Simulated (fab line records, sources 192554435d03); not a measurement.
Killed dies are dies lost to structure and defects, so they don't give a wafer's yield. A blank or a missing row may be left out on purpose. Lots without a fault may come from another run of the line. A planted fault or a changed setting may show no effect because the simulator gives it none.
Split-lot experiment | flow n5_finfet | 7 lots, 21 wafers read, on a route of 1938 steps

THE SPLIT
At N5_BEOL_M11_COAT_63 (time 60 s, resist thk 100 nm), the setting spin_rpm was moved away from the recipe's 1500 rpm on 3 of the 21 wafers read, by +5.5% to +6.9%. The other wafers ran this setting at the recipe's value.

FROM THE SPLIT TO THE READING: what the file shows between them, 10 steps
- N5_BEOL_M11_COAT_22: resist thk 90 nm (also split here: spin_rpm)
- N5_BEOL_M11_EBR_24
- N5_BEOL_M11_SOFTBAKE_23: time 60 s
- N5_BEOL_M11_EXPOSE_25: exposes mask V10
- N5_BEOL_M11_PEB_26: peb time 60 s
- N5_BEOL_M11_DEVELOP_27: develop time 30 s
- N5_BEOL_M11_DESCUM_33: chemistry O2, time 7.9 s
- N5_BEOL_M11_ETCH_65: etches SiARC in CF4, target depth 39 nm, time 65 s
- N5_BEOL_M11_ETCH_66: etches SOC in N2/H2, target depth 120 nm, overetch 24 nm, time 180 s
- N5_BEOL_M11_STRIP_69: strips in N2/H2

THE READING
SOC_of_BEOL_M11_COAT_63.thk_nm (the simulator's own value, which no gauge read), in nm, at N5_BEOL_M11_VIA_ETCH_34 (etches SiCOH lowk in C4F6/O2, target depth 184.5 nm, time 69.2 s). The file gives no usual value for it. The 18 wafers here that ran the recipe average 92.2 nm, standard deviation 0.27 nm.

wafer  | tool, chamber at the split | spin_rpm as run, rpm | against the recipe | SOC_of_BEOL_M11_COAT_63.thk_nm, nm | against lot-mates on the recipe
L074.3 | litho_track-02, 0          | 1500                 | recipe             | 92.6                               | -
L074.4 | litho_track-02, 0          | 1500                 | recipe             | 92.4                               | -
L074.6 | litho_track-02, 0          | 1500                 | recipe             | 92.4                               | -
L075.2 | litho_track-03, 0          | 1500                 | recipe             | 91.8                               | -
L075.3 | litho_track-03, 0          | 1500                 | recipe             | 91.8                               | -
L075.5 | litho_track-03, 0          | 1500                 | recipe             | 92.2                               | -
L083.2 | litho_track-01, 0          | 1500                 | recipe             | 92.6                               | -
L083.3 | litho_track-01, 0          | 1500                 | recipe             | 92.2                               | -
L083.4 | litho_track-01, 0          | 1500                 | recipe             | 92.2                               | -
L088.2 | litho_track-02, 0          | 1500                 | recipe             | 92.4                               | -
L088.3 | litho_track-02, 0          | 1500                 | recipe             | 92.8                               | -
L088.5 | litho_track-02, 0          | 1500                 | recipe             | 92                                 | -
L091.3 | litho_track-03, 0          | 1500                 | recipe             | 92                                 | -
L091.5 | litho_track-03, 0          | 1500                 | recipe             | 92                                 | -
L091.4 | litho_track-03, 0          | 1583                 | +5.5%              | 89.4                               | -2.6
L096.1 | litho_track-01, 0          | 1500                 | recipe             | 92.2                               | -
L096.3 | litho_track-01, 0          | 1500                 | recipe             | 92.2                               | -
L096.2 | litho_track-01, 0          | 1500                 | recipe             | 92                                 | -
L097.2 | litho_track-03, 0          | 1500                 | recipe             | 92                                 | -
L097.3 | litho_track-03, 0          | 1604                 | +6.9%              | 88.6                               | -3.4
L097.4 | litho_track-03, 0          | 1604                 | +6.9%              | 89                                 | -3.0

THE FIT
A straight line over all 21 wafers: SOC_of_BEOL_M11_COAT_63.thk_nm changes by -0.496 nm for each +1% of spin_rpm; r = -0.97; the points scatter about the line by 0.27 nm.
The same after taking each lot's own level away (the mean of its wafers on the recipe; 21 wafers): -0.463 nm for each +1%; r = -0.99; scatter 0.19 nm.
On that fit, the largest move of spin_rpm shifts the reading by 3.2 nm.
The lots' own levels span 91.93 to 92.47 nm, that is 2.0 times the standard deviation above.
So the lot-to-lot level changes the slope little: the two slopes agree.
Check: with one of the wafers moved furthest among these (+6.9%) left out of the fit, the line predicts -3.1 nm for it against its lot-mates. It came out at -3.4 nm against them.

OTHER SPLITS ON THESE WAFERS
These wafers also went through other splits before the reading. Each is held against what the fit with the lots' levels taken away leaves over:
other split on the same wafers   | wafers away from the commonest value | r with SOC_of_BEOL_M11_COAT_63.thk_nm (lot level and that fit taken away)
N5_BEOL_M9_TRENCH_ETCH_37 bias_w | 8                                    | +0.04
N5_BEOL_M10_ETCH_41 source_w     | 7                                    | +0.12
N5_BEOL_M11_COAT_22 spin_rpm     | 9                                    | +0.07

THE WHOLE CHAIN: every reading that the file lists as answering this split, in the file's order
step                    | what it does                                                         | reading                                                                         | change (the file's fit)               | r (the file's)
N5_BEOL_M11_COAT_63     | time 60 s, resist thk 100 nm                                         | SOC_of_BEOL_M11_COAT_63.thk_nm (the simulator's own value, which no gauge read) | -0.458 nm for each +1% of the setting | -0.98
N5_BEOL_M11_ETCH_66     | etches SOC in N2/H2, target depth 120 nm, overetch 24 nm, time 180 s | etch.depth_nm (the simulator's own value, which no gauge read)                  | -0.458 nm for each +1% of the setting | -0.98
N5_BEOL_M11_VIA_ETCH_34 | etches SiCOH lowk in C4F6/O2, target depth 184.5 nm, time 69.2 s     | SOC_of_BEOL_M11_COAT_63.thk_nm (the simulator's own value, which no gauge read) | -0.465 nm for each +1% of the setting | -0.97

THE FILE'S OWN FIT
SOC_of_BEOL_M11_COAT_63.thk_nm changes by -0.465 nm for each +1% of spin_rpm, r = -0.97.
